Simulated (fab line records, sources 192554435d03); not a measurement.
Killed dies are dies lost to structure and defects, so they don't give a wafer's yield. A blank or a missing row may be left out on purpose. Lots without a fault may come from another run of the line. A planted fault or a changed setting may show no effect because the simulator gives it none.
Chamber matching | flow n5_finfet | N5_SD_EPI_P_ETCH_16 on rie_diel-05: 4 sister chambers
The step etches SiO2 in CHF3/O2, target depth 5 nm. 20 wafers are shown with their chamber, then 10 later ones without.

WAFERS WITH THEIR CHAMBER
wafer  | chamber | showerhead_plenum_p_Torr (Torr) | throttle_valve_pct (%) | rf_vpp_V (V)
L076.1 | 3       | 2.40                            | 19.19                  | 524
L076.3 | 0       | 2.37                            | 18.61                  | 510
L076.6 | 1       | 2.48                            | 18.75                  | 527
L078.1 | 3       | 2.40                            | 19.20                  | 526
L078.3 | 1       | 2.48                            | 18.74                  | 525
L078.5 | 2       | 2.45                            | 18.49                  | 543
L079.1 | 1       | 2.48                            | 18.76                  | 527
L079.4 | 3       | 2.40                            | 19.21                  | 523
L079.6 | 3       | 2.40                            | 19.21                  | 525
L080.2 | 2       | 2.45                            | 18.46                  | 541
L080.5 | 2       | 2.45                            | 18.49                  | 539
L080.6 | 1       | 2.48                            | 18.75                  | 525
L081.1 | 1       | 2.48                            | 18.78                  | 526
L081.3 | 2       | 2.45                            | 18.48                  | 542
L081.6 | 3       | 2.40                            | 19.22                  | 524
L085.1 | 3       | 2.40                            | 19.24                  | 524
L085.4 | 2       | 2.44                            | 18.48                  | 540
L085.5 | 3       | 2.40                            | 19.22                  | 525
L087.1 | 1       | 2.48                            | 18.79                  | 525
L087.5 | 2       | 2.44                            | 18.51                  | 542

SIGNATURES (means of the wafers above)
reading                  | chamber 0 | chamber 1 | chamber 2 | chamber 3 | scatter within a chamber
showerhead_plenum_p_Torr | 2.3700    | 2.4800    | 2.4467    | 2.4000    | 0.00289
throttle_valve_pct       | 18.6100   | 18.7617   | 18.4850   | 19.2129   | 0.0173
rf_vpp_V                 | 510.00    | 525.83    | 541.17    | 524.43    | 1.16
Rule: a wafer's distance from a chamber is the root of the sum, over the readings, of the square of ((its reading less the chamber's mean) divided by the reading's scatter). The wafer belongs to the nearest chamber; if the next one is less than 2 further off, it can't be placed. The scatter: the root of (the sum of the squares of (reading less its chamber's mean) over the shown wafers, divided by (wafers less chambers)).

WAFERS WITHOUT THEIR CHAMBER
wafer  | showerhead_plenum_p_Torr (Torr) | throttle_valve_pct (%) | rf_vpp_V (V)
L087.6 | 2.40                            | 19.22                  | 525
L088.2 | 2.47                            | 18.79                  | 525
L088.3 | 2.37                            | 18.64                  | 510
L088.5 | 2.44                            | 18.50                  | 541
L093.2 | 2.36                            | 18.66                  | 509
L093.3 | 2.39                            | 19.25                  | 524
L093.5 | 2.39                            | 19.24                  | 525
L097.1 | 2.36                            | 18.67                  | 509
L097.3 | 2.39                            | 19.26                  | 525
L097.5 | 2.36                            | 18.67                  | 509

WHICH CHAMBER EACH WENT THROUGH
wafer  | from the rows above | in truth
L087.6 | 3                   | 3
L088.2 | 1                   | 1
L088.3 | 0                   | 0
L088.5 | 2                   | 2
L093.2 | 0                   | 0
L093.3 | 3                   | 3
L093.5 | 3                   | 3
L097.1 | 0                   | 0
L097.3 | 3                   | 3
L097.5 | 0                   | 0
Placed correctly: 10 of 10. Can't be placed from these rows: 0. Placed wrongly: 0.
